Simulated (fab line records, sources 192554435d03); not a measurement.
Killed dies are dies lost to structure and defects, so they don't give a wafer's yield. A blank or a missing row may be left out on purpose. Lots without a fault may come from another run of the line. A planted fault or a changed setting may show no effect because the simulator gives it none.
A struck lot beside a sound one | flow n5_finfet | 35 steps out of a route of 1938
Sound: wafers L144.3, L144.4, L144.6. Struck: wafers L148.1, L148.3, L148.5. The cause comes at the end.
At each step with rows: each side's tool, then ch and its chambers, then its first start. Under that, the readings that differ: sound wafers | struck wafers | difference of the means | sigmas: that difference in standard deviations of wafers without a fault.
alike: readings whose means differ by less than 2 such deviations, and words and numbers that are the same on both sides. not compared: withheld readings, readings that some wafer has no value for, bounds like >300 that may hide the same value, and numbers for which the record gives no deviation and whose values overlap.
The two part at a step that has a row with sigmas, a row that says differs or no value, or rows on one side only. Numbers that don't overlap but have no deviation are shown without sigmas and don't part them. A reading that every wafer of one side lacks parts them only if that side has two wafers or more.

first, 10 steps without rows for these wafers: N5_BEOL_M8_DESCUM_33 (chemistry O2, time 7 s); N5_BEOL_M8_ETCH_72 (etches underlayer in N2/H2, target depth 6.5 nm, time 5.2 s); N5_BEOL_M8_ETCH_65 (etches SiARC in CF4, target depth 15.6 nm, time 26 s); N5_BEOL_M8_ETCH_66 (etches SOC in N2/H2, target depth 80 nm, overetch 16 nm, time 120 s); N5_BEOL_M8_STRIP_69 (strips in N2/H2); N5_BEOL_M8_STRIP_73 (strips in N2/H2); N5_BEOL_M8_VIA_ETCH_34 (etches SiCOH lowk in C4F6/O2, target depth 125.5 nm, time 50.5 s); N5_BEOL_M8_STRIP_76 (strips in C4F6/O2); N5_BEOL_M8_STRIP_36 (strips in N2/H2); N5_BEOL_M8_TRENCH_ETCH_37 (etches SiCOH lowk in C4F6/O2, target depth 93.478 nm, time 31.2 s).
N5_BEOL_M8_ETCH_41: etches SiCN in CH3F/O2, target depth 31.9 nm, time 57.8 s.
  sound on rie_diel-03 ch 1,2, day 10 08:39; struck on rie_diel-03 ch 0,3, day 11 13:01
  alike: drypump_motor_current_A, oes_product_au, rf_vpp_V, showerhead_plenum_p_Torr, throttle_valve_pct
  not compared: rf_hours_counter_h
then, 23 steps without rows for these wafers: N5_BEOL_M8_STRIP_80 (strips in N2/H2, time 10 s); N5_BEOL_M8_HM_STRIP_39 (strips TiN in peroxide tin strip, target depth 25 nm, time 158 s); N5_BEOL_M8_SRD_40 (time 30 s); N5_BEOL_M8_PRECLEAN_42 (cleans in residue remover, time 60 s); N5_BEOL_M8_SRD_43 (time 30 s); N5_BEOL_M8_CURE_75 (cures SiCOH lowk, time 120 s); N5_BEOL_M8_DEGAS_44 (time 60 s); N5_BEOL_M8_PRE_CLEAN_45 (time 30 s); N5_BEOL_M8_ALD_77 (deposits TaN, target thk 2 nm, pulse time 2 s, purge time 3 s); N5_BEOL_M8_SURFACE_TREAT_79; N5_BEOL_M8_CVD_78 (deposits Co from CCTBA/H2, target thk 2 nm, time 142.3 s); N5_BEOL_M8_SPUTTER_48 (material Cu, target thk 10 nm, time 1.667 s); N5_BEOL_M8_ECD_50 (material Cu, target thk 300 nm); N5_BEOL_M8_ANNEAL_51 (time 90 s); N5_BEOL_M8_CMP_52 (polishes, stops on SiCOH lowk, t overpolish 6.9 s, target thk 80 nm); N5_BEOL_M8_PRE_CLEAN_55 (time 15 s); N5_BEOL_M8_DEP_56 (deposits SiCN from 3MS/NH3, target thk 10 nm, time 17.5 s); N5_BEOL_M9_ILD_DEP_00 (deposits SiCOH lowk from DEMS/porogen, target thk 308.51 nm, time 58 s); N5_BEOL_M9_CURE_71 (cures SiCOH lowk, time 240 s); N5_BEOL_M9_PECVD_70 (deposits SiO2 from TEOS/O2, target thk 20 nm, time 22.7 s); N5_BEOL_M9_HM_DEP_02 (deposits TiN, target thk 20 nm); N5_BEOL_M9_COAT_59 (time 60 s, resist thk 100 nm); N5_BEOL_M9_COAT_60 (time 60 s, resist thk 30 nm).
-- the record jumps here: 3 days lie between the struck wafers' starts before and after (it left off in module BEOL_M9 and takes up again in module PASSIVATION, whose first step shown is number 1936 of the route) --
N5_PASSIVATION_PROBE_49:
  the record has rows for the struck wafers here (prober-01, day 14 06:25) and none for the sound ones

WHERE THEY PART
Only at N5_PASSIVATION_PROBE_49, within this record.

WHY: what the simulator had put in
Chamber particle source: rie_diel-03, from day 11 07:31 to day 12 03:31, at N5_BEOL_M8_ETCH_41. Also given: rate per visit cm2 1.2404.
